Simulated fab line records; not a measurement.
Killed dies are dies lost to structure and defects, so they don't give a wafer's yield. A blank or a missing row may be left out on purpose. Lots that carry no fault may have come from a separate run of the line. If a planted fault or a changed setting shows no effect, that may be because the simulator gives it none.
fab line records + flow nandHarc
[record]
- lots = 6
- wafers = 18
- lastDay = 23
route steps=1159 shown P_ZERO_WELL@61 P_STI@69 END@1159
lots with no fault: from the same line, run without faults
startH: the number of hours between the record's first day and the start of the first shown wafer of the lot + waitH: time in hours since the lot's previous step + " repeats the value in the row above + L1.1+2: a row that stands for several wafers + - no value, or no start was given + * or withheld: withheld + < > ~ a bound
route shown NAME@n: NAME is a module with steps in the file, n the number in the route of the first one + usual: mean and standard deviation over wafers with no fault + same: alike in all rows + chamber/n: place in a boat + sites: readings site by site + _std_site: standard deviation across them + _edge_site: mean of outer sites minus mean of inner sites + radiusMm: for every site, how far away it sits from the centre of the wafer + mask NAME#n: copy n + behind: the tool/chamber that last shaped the wafer + hold: the reason the lot was held/the length of the hold in hours/how it ended + device: the transistor (n, p or np) that didn't switch + end of line: the tests these same wafers got at the end of their route + a step with no rows: only its recipe + killed: not the wafer's yield, but the dies lost to structure and defects at the first sort + map: the dies of a wafer, with x for killed, . for not killed, _ for no die there
set.NAME: the setting as run; set.NAME@STEP: as run at that earlier step + model.NAME: the simulator's own value behind a step, which no gauge read
lots at some steps of the route; a table a step, a row a wafer
services: from which hour (startH, from the record's first day; less than 0 if before it) a tool's chamber was out of use, for how many hours, and why
[[steps]]
[step NHARC_P_ZERO_WELL_DESCUM_54]
[recipe]
- timeS = 3
- o2FlowSccm = 200
- arFlowSccm = 0
- biasPowerW = 0
- chemistry = O2
[usual]
- drypumpMotorCurrentA = 5.5/0.36
- oesProductAu = 1.001/0.015
- rfVppV = 57.9/0.95
- showerheadPlenumPTorr = 1.94/0.082
- throttleValvePct = 11.311/0.0089
| lot.wafer | tool       | chamber | startH | waitH | drypumpMotorCurrentA | oesProductAu | rfHoursCounterH | rfVppV | showerheadPlenumPTorr | throttleValvePct |
|-----------|------------|---------|--------|-------|----------------------|--------------|-----------------|--------|-----------------------|------------------|
| L866.4    | rieDiel-09 | 2       | 48.03  | -     | 5.9                  | 0.993        | 9               | 57.3   | 2.01                  | 11.310           |
| L866.2    | "          | 3       | "      | "     | 5.2                  | 0.998        | 8               | 58.1   | 2.04                  | 11.317           |
| L866.3    | "          | 0       | "      | "     | 5.2                  | 1.009        | 10              | 56.5   | 1.85                  | 11.316           |
| L871.2    | rieDiel-08 | 0       | 77.67  | -     | 5.2                  | 1.002        | 8               | 57.1   | 2.01                  | 11.309           |
| L871.1    | "          | 2       | "      | "     | 5.8                  | 1.003        | 9               | 59.3   | 1.79                  | 11.317           |
| L871.5    | "          | 1       | "      | "     | 5.9                  | 0.987        | -               | 58.3   | 1.87                  | 11.314           |
| L874.2    | rieDiel-09 | 3       | 96.10  | -     | 5.2                  | 1.028        | 0               | 57.2   | 2.03                  | 11.322           |
| L874.3    | "          | 1       | "      | "     | 5.2                  | 1.005        | 0               | 59.0   | 2.01                  | 11.314           |
| L874.1    | "          | 2       | "      | "     | 5.9                  | 0.989        | 0               | 57.8   | 2.01                  | 11.318           |
| L876.2    | rieDiel-08 | 3       | 108.10 | -     | 5.2                  | 1.011        | 10              | 57.4   | 1.96                  | 11.300           |
| L876.6    | "          | 2       | "      | "     | 5.8                  | 0.994        | -               | 58.0   | 1.79                  | 11.310           |
| L876.5    | "          | 3       | "      | "     | 5.3                  | 1.003        | -               | 57.6   | 1.96                  | 11.318           |
| L877.1    | rieDiel-08 | 1       | 113.98 | -     | 5.9                  | 0.988        | 10              | 57.0   | 1.87                  | 11.303           |
| L877.2    | "          | 2       | "      | "     | 5.7                  | 1.004        | 10              | 58.7   | 1.79                  | 11.314           |
| L877.4    | "          | 0       | "      | "     | 5.2                  | 1.001        | 9               | 58.3   | 2.01                  | 11.306           |
| L878.2    | rieDiel-09 | 3       | 120.05 | -     | 5.2                  | 1.023        | 2               | 57.2   | 2.03                  | 11.321           |
| L878.1    | "          | 0       | "      | "     | 5.2                  | 0.993        | 2               | 57.9   | 1.84                  | 11.323           |
| L878.3    | "          | 2       | "      | "     | 5.9                  | 0.993        | 2               | 60.3   | 2.01                  | 11.296           |
[step NHARC_P_ZERO_WELL_IMPLANT_55]
[recipe]
- energyKev = 180
- doseCm2 = 8e+11
- tiltDeg = 7
[step NHARC_P_ZERO_WELL_IMPLANT_61]
[recipe]
- energyKev = 30
- doseCm2 = 5e+11
- tiltDeg = 7
[step NHARC_P_ZERO_WELL_STRIP_56]
[recipe]
- timeS = 840
- tempC = 130
- chemistry = SPM
[step NHARC_P_ZERO_WELL_PRECLEAN_68]
[recipe]
- timeS = 60
- tempC = 50
- bathAgeMin = 0
- chemistry = SC1
[step NHARC_P_ZERO_WELL_SRD_69]
[step NHARC_P_ZERO_WELL_RTA_42]
[recipe]
- tempC = 1100
- timeS = 300
[usual]
- lampPowerPct = 46.1/1.7
- lamp_zone_3_pct = 46.1/1.7
- lamp_zone_7_pct = 46.5/1.8
- wafer_temp_C_max = 1104.9/1.8
| lot.wafer | tool         | chamber | startH | waitH | lampPowerPct | lamp_zone_3_pct | lamp_zone_7_pct | wafer_temp_C_max |
|-----------|--------------|---------|--------|-------|--------------|-----------------|-----------------|------------------|
| L866.2    | rtpAnneal-02 | 0       | 49.12  | -     | 47.2         | 47.4            | 47.8            | 1102.3           |
| L866.3    | "            | 0       | "      | "     | 47.4         | 47.3            | 47.7            | 1104.0           |
| L866.4    | "            | 0       | "      | "     | 47.3         | 47.2            | 47.7            | 1103.2           |
| L871.1    | rtpAnneal-01 | 0       | 78.65  | -     | 43.7         | 43.7            | 44.1            | 1106.7           |
| L871.2    | "            | 0       | "      | "     | 43.7         | 43.7            | 44.0            | 1106.0           |
| L871.5    | "            | 0       | "      | "     | 43.6         | 43.7            | 44.1            | 1107.7           |
| L874.1    | rtpAnneal-01 | 0       | 97.09  | -     | 43.7         | 43.6            | 44.0            | 1107.2           |
| L874.2    | "            | 0       | "      | "     | 43.7         | 43.7            | 44.0            | 1105.8           |
| L874.3    | "            | 0       | "      | "     | 43.6         | 43.6            | 44.0            | 1106.7           |
| L876.2    | rtpAnneal-02 | 0       | 109.19 | -     | 47.3         | 47.3            | 47.7            | 1103.8           |
| L876.5    | "            | 0       | "      | "     | 47.3         | 47.3            | 47.7            | 1104.1           |
| L876.6    | "            | 0       | "      | "     | 47.3         | 47.3            | 47.6            | 1102.8           |
| L877.1    | rtpAnneal-02 | 0       | 114.97 | -     | 47.3         | 47.3            | 47.7            | 1106.4           |
| L877.2    | "            | 0       | "      | "     | 47.4         | 47.3            | 47.7            | 1104.7           |
| L877.4    | "            | 0       | "      | "     | 47.2         | 47.4            | 47.7            | 1104.2           |
| L878.1    | rtpAnneal-02 | 0       | 121.03 | -     | 47.3         | 47.2            | 47.7            | 1104.0           |
| L878.2    | "            | 0       | "      | "     | 47.3         | 47.3            | 47.7            | 1102.8           |
| L878.3    | "            | 0       | "      | "     | 47.3         | 47.3            | 47.6            | 1103.1           |
[step NHARC_P_ZERO_WELL_INSPECT_43]
[usual]
- rawDefectCount = 13/5.3
| lot.wafer | tool             | chamber | startH | waitH | rawDefectCount |
|-----------|------------------|---------|--------|-------|----------------|
| L866.2    | defectInspect-02 | -       | 49.69  | 0.5   | 13             |
| L866.3    | "                | -       | "      | "     | 4              |
| L866.4    | "                | -       | "      | "     | 8              |
| L871.1    | defectInspect-01 | -       | 79.33  | 0.6   | 10             |
| L871.2    | "                | -       | "      | "     | 13             |
| L871.5    | "                | -       | "      | "     | 15             |
| L874.1    | defectInspect-01 | -       | 97.77  | 0.6   | 11             |
| L874.2    | "                | -       | "      | "     | 7              |
| L874.3    | "                | -       | "      | "     | 9              |
| L876.2    | defectInspect-01 | -       | 109.76 | 0.5   | 18             |
| L876.5    | "                | -       | "      | "     | 15             |
| L876.6    | "                | -       | "      | "     | 17             |
| L877.1    | defectInspect-01 | -       | 115.64 | 0.6   | 6              |
| L877.2    | "                | -       | "      | "     | 2              |
| L877.4    | "                | -       | "      | "     | 18             |
| L878.1    | defectInspect-02 | -       | 121.70 | 0.6   | 20             |
| L878.2    | "                | -       | "      | "     | 9              |
| L878.3    | "                | -       | "      | "     | 19             |
[step NHARC_P_STI_ETCH_26]
[recipe]
- targetDepthA = 110
- chemistry = dHF
- material = SiO2
[step NHARC_P_STI_PRECLEAN_27]
[recipe]
- timeS = *
- tempC = 50
- bathAgeMin = 0
- chemistry = SC1
[step NHARC_P_STI_SRD_28]
[step NHARC_P_STI_OXIDE_29]
[recipe]
- targetThkA = 100
- tempC = 900
- oxTimeS = 1362
- material = SiO2
[step NHARC_P_STI_HM_DEP_30]
[recipe]
- targetThkA = 800
- tempC = 790
- pressureMtorr = 300
- timeS = 873
- material = Si3N4
[usual]
- spikeTcTopC = 802.6/2.1
- zonePowerUpperPct = 13.6/0.56
| lot.wafer | tool     | chamber | startH | waitH | spikeTcTopC | zonePowerUpperPct |
|-----------|----------|---------|--------|-------|-------------|-------------------|
| L866.2    | lpcvd-02 | 1       | 62.56  | 3.6   | 800.9       | 12.9              |
| L866.3    | "        | 1       | "      | "     | 803.7       | 13.1              |
| L866.4    | "        | 1       | "      | "     | 803.4       | 13.0              |
| L871.1    | lpcvd-01 | 1       | 87.18  | 3.6   | 803.2       | 13.8              |
| L871.2    | "        | 1       | "      | "     | 804.2       | 14.0              |
| L871.5    | "        | 1       | "      | "     | 802.3       | 13.9              |
| L874.1    | lpcvd-01 | 0       | 109.06 | 3.6   | 805.1       | 14.7              |
| L874.2    | "        | 0       | "      | "     | 805.5       | 14.7              |
| L874.3    | "        | 0       | "      | "     | 806.8       | 14.5              |
| L876.2    | lpcvd-02 | 1       | 122.12 | 3.6   | 803.3       | 13.0              |
| L876.5    | "        | 1       | "      | "     | 803.8       | 12.8              |
| L876.6    | "        | 1       | "      | "     | 802.6       | 13.0              |
| L877.1    | lpcvd-01 | 1       | 130.09 | 3.6   | 801.5       | 13.9              |
| L877.2    | "        | 1       | "      | "     | 802.6       | 14.0              |
| L877.4    | "        | 1       | "      | "     | 804.2       | 14.0              |
| L878.1    | lpcvd-01 | 0       | 130.09 | 3.6   | 805.2       | 14.7              |
| L878.2    | "        | 0       | "      | "     | 805.1       | 14.7              |
| L878.3    | "        | 0       | "      | "     | 804.9       | 14.4              |
[step NHARC_P_STI_DEHYDRATE_01]
[recipe]
- tempC = 150
- timeS = 120
[step NHARC_P_STI_HMDS_02]
[recipe]
- timeS = 30
[step NHARC_P_STI_COAT_41]
[recipe]
- tempC = 200
- timeS = 65
[step NHARC_P_STI_COAT_03]
[recipe]
- spinRpm = 2000
- resistThkNm = 600
[step NHARC_P_STI_SOFTBAKE_04]
[recipe]
- tempC = 125
- timeS = 70
[step NHARC_P_STI_EBR_05]
[step NHARC_P_STI_EXPOSE_06]
[recipe]
- na = 0.55
- targetCdNm = 200
- doseMj = 37.69
- maskId = P_STI
[step NHARC_P_STI_PEB_07]
[recipe]
- pebTempC = 128
- pebTimeS = 80
[step NHARC_P_STI_DEVELOP_08]
[recipe]
- timeS = 50
- devTempC = 22
[step NHARC_P_STI_CD_MEAS_09]
[recipe]
- targetCdNm = 200
- landingEnergyEv = 500
[usual]
- cdNm = 199/3.4
[same]
- landingEnergyEv = 500
| lot.wafer | tool     | chamber | startH | waitH | cdNm |
|-----------|----------|---------|--------|-------|------|
| L866.2    | cdSem-03 | 0       | 66.53  | -     | 198  |
| L866.3    | "        | 0       | "      | "     | 202  |
| L866.4    | "        | 0       | "      | "     | 195  |
| L871.1    | cdSem-03 | 0       | 91.50  | -     | 200  |
| L871.2    | "        | 0       | "      | "     | 200  |
| L871.5    | "        | 0       | "      | "     | 197  |
| L874.1    | cdSem-02 | 0       | 113.17 | -     | 201  |
| L874.2    | "        | 0       | "      | "     | 204  |
| L874.3    | "        | 0       | "      | "     | 200  |
| L876.2    | cdSem-01 | 0       | 126.09 | -     | 204  |
| L876.5    | "        | 0       | "      | "     | 195  |
| L876.6    | "        | 0       | "      | "     | 199  |
| L877.1    | cdSem-03 | 0       | 134.05 | -     | 206  |
| L877.2    | "        | 0       | "      | "     | 199  |
| L877.4    | "        | 0       | "      | "     | 205  |
| L878.1    | cdSem-01 | 0       | 134.24 | -     | 196  |
| L878.2    | "        | 0       | "      | "     | 194  |
| L878.3    | "        | 0       | "      | "     | 195  |
[step NHARC_P_STI_OVL_MEAS_10]
[usual]
- overlayXNm = -1/8.8
- overlayYNm = 1/5.9
| lot.wafer | tool       | chamber | startH | waitH | overlayXNm | overlayYNm |
|-----------|------------|---------|--------|-------|------------|------------|
| L866.2    | overlay-02 | -       | 66.61  | -     | -5         | 5          |
| L866.3    | "          | -       | "      | "     | -4         | 5          |
| L866.4    | "          | -       | "      | "     | -5         | 5          |
| L871.1    | overlay-02 | -       | 91.59  | -     | 4          | -1         |
| L871.2    | "          | -       | "      | "     | 4          | 0          |
| L871.5    | "          | -       | "      | "     | 3          | -1         |
| L874.1    | overlay-01 | -       | 113.26 | -     | 0          | 2          |
| L874.2    | "          | -       | "      | "     | 0          | 2          |
| L874.3    | "          | -       | "      | "     | 0          | 2          |
| L876.2    | overlay-01 | -       | 126.17 | -     | 2          | -5         |
| L876.5    | "          | -       | "      | "     | 1          | -5         |
| L876.6    | "          | -       | "      | "     | 1          | -5         |
| L877.1    | overlay-02 | -       | 134.14 | -     | -4         | 5          |
| L877.2    | "          | -       | "      | "     | -4         | 5          |
| L877.4    | "          | -       | "      | "     | -4         | 5          |
| L878.1    | overlay-02 | -       | 134.33 | -     | 0          | 0          |
| L878.2    | "          | -       | "      | "     | 1          | 0          |
| L878.3    | "          | -       | "      | "     | 1          | 0          |
[step NHARC_P_STI_INSPECT_11]
[usual]
- rawDefectCount = 6.1/2.8
| lot.wafer | tool             | chamber | startH | waitH | rawDefectCount |
|-----------|------------------|---------|--------|-------|----------------|
| L866.2    | defectInspect-02 | -       | 66.65  | 0.0   | 5              |
| L866.3    | "                | -       | "      | "     | 4              |
| L866.4    | "                | -       | "      | "     | 8              |
| L871.1    | defectInspect-01 | -       | 91.63  | 0.0   | 4              |
| L871.2    | "                | -       | "      | "     | 12             |
| L871.5    | "                | -       | "      | "     | 5              |
| L874.1    | defectInspect-01 | -       | 113.30 | 0.0   | 7              |
| L874.2    | "                | -       | "      | "     | 9              |
| L874.3    | "                | -       | "      | "     | 14             |
| L876.2    | defectInspect-02 | -       | 126.21 | 0.0   | 6              |
| L876.5    | "                | -       | "      | "     | 1              |
| L876.6    | "                | -       | "      | "     | 9              |
| L877.1    | defectInspect-02 | -       | 134.18 | 0.0   | 323            |
| L877.2    | "                | -       | "      | "     | 319            |
| L877.4    | "                | -       | "      | "     | 295            |
| L878.1    | defectInspect-02 | -       | 134.37 | 0.0   | 311            |
| L878.2    | "                | -       | "      | "     | 297            |
| L878.3    | "                | -       | "      | "     | 312            |
[step NHARC_P_STI_HARDBAKE_13]
[recipe]
- tempC = 118
- timeS = 65
[step NHARC_END_SORT_01]
[recipe]
- tempC = 25
[usual]
- killedAtArray = 26/9.7
- killedAtOther = 1.0/1.2
- killedAtPeriphery = 3.9/2.6
- killedDies = 31/9.7
- killedOpen = 3.2/1.8
- killedShort = 2.0/1.3
[same]
- grossDies = 677
| lot.wafer | tool      | chamber | startH | waitH | killedAtArray | killedAtOther | killedAtPeriphery | killedDies | killedOpen | killedShort |
|-----------|-----------|---------|--------|-------|---------------|---------------|-------------------|------------|------------|-------------|
| L871.1    | prober-02 | 0       | 484.28 | 2.5   | 28            | 0             | 11                | 39         | 5          | 0           |
| L871.2    | prober-02 | 0       | 485.09 | 2.8   | 24            | 2             | 2                 | 28         | 1          | 2           |
| L871.5    | prober-02 | 0       | 487.53 | 3.7   | 21            | 0             | 2                 | 23         | 1          | 5           |
| L877.1    | prober-01 | 0       | 542.17 | 2.5   | 27            | 0             | 75                | 102        | 3          | 0           |
| L877.2    | prober-01 | 0       | 542.97 | 2.8   | 39            | 1             | 72                | 112        | 4          | 4           |
| L877.4    | prober-01 | 0       | 544.55 | 3.4   | 43            | 0             | 75                | 118        | 4          | 2           |
| L878.1    | prober-02 | 0       | 542.24 | 2.5   | 7             | 0             | 84                | 91         | 2          | 1           |
| L878.2    | prober-02 | 0       | 543.05 | 2.8   | 17            | 0             | 78                | 95         | 8          | 0           |
| L878.3    | prober-02 | 0       | 543.85 | 3.1   | 15            | 2             | 82                | 99         | 5          | 2           |
| L876.2    | prober-01 | 0       | 550.71 | 2.8   | 43            | 0             | 0                 | 43         | 2          | 1           |
| L876.5    | prober-01 | 0       | 553.09 | 3.7   | 50            | 0             | 0                 | 50         | 1          | 4           |
| L876.6    | prober-01 | 0       | 553.88 | 4.0   | 43            | 0             | 4                 | 47         | 5          | 2           |
// killed by level:class
L871.1 A_CHANNEL_HOLE_D1:chamberFilmFlake=17 P_M1:chamberFilmFlake=6 A_CONTACT:chamberFilmFlake=5 A_STAIRCASE:chamberFilmFlake=3 A_CONTACT:geometricParticle:open=2 P_GATE:geometricParticle:open=1 P_M2:geometricParticle:open=1 A_WL_FILL:geometricParticle:open=1
L871.2 A_CHANNEL_HOLE_D1:chamberFilmFlake=16 A_CONTACT:chamberFilmFlake=5 A_CHANNEL_FILL_D1:geometricParticle:short=2 THIN_TSV:chamberFilmFlake=2 P_GATE:geometricParticle:open=1 P_ZERO_WELL:chamberFilmFlake=1 A_WL_FILL:chamberFilmFlake=1
L871.5 A_CHANNEL_HOLE_D1:chamberFilmFlake=12 A_CHANNEL_FILL_D1:geometricParticle:short=2 A_WL_FILL:geometricParticle:short=2 A_CONTACT:chamberFilmFlake=2 P_M0:geometricParticle:open=1 A_SOURCE_PLATE:geometricParticle:short=1 P_ZERO_WELL:chamberFilmFlake=1 A_ZERO_WELL:chamberFilmFlake=1
L877.1 P_STI:unspecified=72 A_SLIT:chamberFilmFlake=14 A_CHANNEL_HOLE_D1:chamberFilmFlake=9 P_M2:chamberFilmFlake=2 P_STI:geometricParticle:open=1 A_CHANNEL_FILL_D1:geometricParticle:open=1 A_BLC:geometricParticle:open=1 A_WL_FILL:chamberFilmFlake=1
L878.1 P_STI:unspecified=78 P_M2:chamberFilmFlake=6 A_CHANNEL_HOLE_D1:chamberFilmFlake=2 A_CONTACT:geometricParticle:open=1 A_M1:geometricParticle:open=1 A_M1:geometricParticle:short=1 A_SLIT:chamberFilmFlake=1 A_CONTACT:chamberFilmFlake=1
L877.2 P_STI:unspecified=66 A_CHANNEL_HOLE_D1:chamberFilmFlake=17 A_SLIT:chamberFilmFlake=14 P_M2:chamberFilmFlake=3 A_WL_FILL:geometricParticle:short=2 A_STAIRCASE:chamberFilmFlake=2 P_M0:geometricParticle:open=1 P_M0:geometricParticle:short=1
L878.2 P_STI:unspecified=73 A_CHANNEL_HOLE_D1:chamberFilmFlake=8 P_M2:chamberFilmFlake=4 A_CHANNEL_FILL_D1:geometricParticle:open=3 P_GATE:geometricParticle:open=1 A_ONON_D1:geometricParticle:open=1 A_CONTACT:geometricParticle:open=1 A_BLC:geometricParticle:open=1
L878.3 P_STI:unspecified=77 A_CHANNEL_HOLE_D1:chamberFilmFlake=5 P_M2:chamberFilmFlake=4 A_CHANNEL_HOLE_D1:geometricParticle:open=3 A_SLIT:chamberFilmFlake=2 A_ONON_D1:geometricParticle:short=1 A_SGD_CUT:geometricParticle:short=1 A_M0:geometricParticle:open=1
L877.4 P_STI:unspecified=69 A_SLIT:chamberFilmFlake=23 A_CHANNEL_HOLE_D1:chamberFilmFlake=12 P_M2:chamberFilmFlake=3 A_BLC:geometricParticle:open=2 P_ZERO_WELL:chamberFilmFlake=2 A_SOURCE_PLATE:geometricParticle:short=1 A_ONON_D1:geometricParticle:open=1
L876.2 A_CHANNEL_HOLE_D1:chamberFilmFlake=18 A_SLIT:chamberFilmFlake=18 A_CONTACT:chamberFilmFlake=4 A_M0:geometricParticle:open=2 A_WL_FILL:geometricParticle:short=1
L876.5 A_CHANNEL_HOLE_D1:chamberFilmFlake=24 A_SLIT:chamberFilmFlake=9 A_CONTACT:chamberFilmFlake=7 A_STAIRCASE:chamberFilmFlake=3 A_CHANNEL_FILL_D1:geometricParticle:short=2 A_CHANNEL_HOLE_D1:geometricParticle:short=1 A_CHANNEL_FILL_D1:geometricParticle:open=1 A_M0:geometricParticle:short=1
L876.6 A_SLIT:chamberFilmFlake=17 A_CHANNEL_HOLE_D1:chamberFilmFlake=12 A_CONTACT:chamberFilmFlake=8 P_CONTACT:geometricParticle:open=1 P_M0:geometricParticle:open=1 P_M1:geometricParticle:open=1 A_WL_FILL:geometricParticle:open=1 A_CONTACT:geometricParticle:short=1
// map L877.4 (x killed, . not)
____________.____________
_________.x....._________
_______..........._______
______.............______
_____..........x...._____
____.................____
____.................____
___...................___
___...................___
__....................x__
__..............x......__
_......................._
_...........x..........._
_....x...........xx..x.._
_..............x....xxxx_
_................x..xx.x_
...........x....xx.x.xx..
.............x......xxxx.
...................x.xxx.
.............x...x..x.x..
...............xxxx.xx..x
_..............xxxx.xx.._
_..........x...xxxxxxxxx_
_..............xxxxxxx.._
_...........x..xxxxxxxxx_
_............x.xxxxxxx.x_
__.............xxxxxxxx__
__............xxxxxxxx.__
___............xxxxxx.___
___...........x.xxx...___
____..............xx.____
____............x..xx____
_____..............._____
______.....x.......______
_______..........._______
_________......._________
____________.____________
// map L878.3 (x killed, . not)
____________.____________
_________......._________
_______...x......._______
______.......x.....______
_____.....x........._____
____...x.x...........____
____....x.xxx........____
___x.....xxxxxx.......___
___....x.xxxxxx.x.....___
__.......xxxxxxx.......__
__.......xxxxxxx.......__
_.....xxxxxxxxxx........_
_.......xxxxxxx........._
_........xxxxxx........._
_.......xxxxxx.........._
_.....x.xx.xx.xx.....x.._
.........x.xxx.x.x....x..
...........xx..x.........
.x..........x........x...
...............x.........
....................x....
_......................._
_......................._
_.............x........._
_..x....x.x...x........._
_.........x............._
__.....................__
__.....................__
___...................___
___......x............___
____.................____
____...........x.....____
_____..............._____
______.............______
_______.x........._______
_________......._________
____________.____________
[[services]]
| tool       | chamber | startH | hours | kind      |
|------------|---------|--------|-------|-----------|
| rieDiel-08 | 0       | 30.30  | -     | clean     |
| rieDiel-08 | 1       | 30.30  | -     | clean     |
| rieDiel-08 | 2       | 30.30  | -     | clean     |
| rieDiel-08 | 3       | 30.30  | -     | clean     |
| rieDiel-09 | 0       | 31.90  | -     | clean     |
| rieDiel-09 | 1       | 31.90  | -     | clean     |
| rieDiel-09 | 2       | 31.90  | -     | clean     |
| rieDiel-09 | 3       | 31.90  | -     | clean     |
| rieDiel-08 | 1       | 41.22  | 3.9   | repair    |
| rieDiel-08 | 0       | 54.80  | -     | clean     |
| rieDiel-08 | 1       | 54.80  | -     | clean     |
| rieDiel-08 | 2       | 54.80  | -     | clean     |
| rieDiel-08 | 3       | 54.80  | -     | clean     |
| rieDiel-09 | 0       | 56.40  | -     | clean     |
| rieDiel-09 | 1       | 56.40  | -     | clean     |
| rieDiel-09 | 2       | 56.40  | -     | clean     |
| rieDiel-09 | 3       | 56.40  | -     | clean     |
| rieDiel-09 | 0       | 63.07  | 9.2   | repair    |
| rieDiel-09 | -       | 77.31  | 9.0   | pm        |
| rieDiel-09 | 0       | 77.31  | 9.0   | ventCycle |
| rieDiel-09 | 1       | 77.31  | 9.0   | ventCycle |
| rieDiel-09 | 2       | 77.31  | 9.0   | ventCycle |
| rieDiel-09 | 1       | 111.70 | 5.0   | repair    |
| rieDiel-08 | -       | 124.80 | 9.0   | pm        |
[[key]]
[firstSign]
- step = NHARC_P_STI_INSPECT_11
- reading = rawDefectCount
- direction = up
- sigmas = 99+
- usual = 6.1
- struck = 309.5
[effect]
- step = NHARC_END_SORT_01
- reading = killedAtPeriphery
- direction = up
- sigmas = 28
- usual = 3.9
- struck = 77.7
[moreKillsBornAt]
- NHARC_P_STI_HM_DEP_30@lpcvd-01 = 435
metAt NHARC_P_STI_HM_DEP_30
struckWafers L877.1,L877.2,L877.4,L878.1,L878.2,L878.3
testerLeftOut L877,L878
onsetBetween 109.06 130.09
alsoFits time
[fault]
- kind = chamberParticleSource
- tool = lpcvd-01
- chamber = -
- onsetH = 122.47
- steps = NHARC_P_STI_HM_DEP_30
- ratePerVisitCm2 = 0.45519
- endH = 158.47
// testerLeftOut: of these lots the tester's yield and bins aren't shown, on N5 and GAA mostly nor the transistor test; their killed dies are dies lost to structure and defects alone, not to doping, threshold or leakage, so they don't give the yield
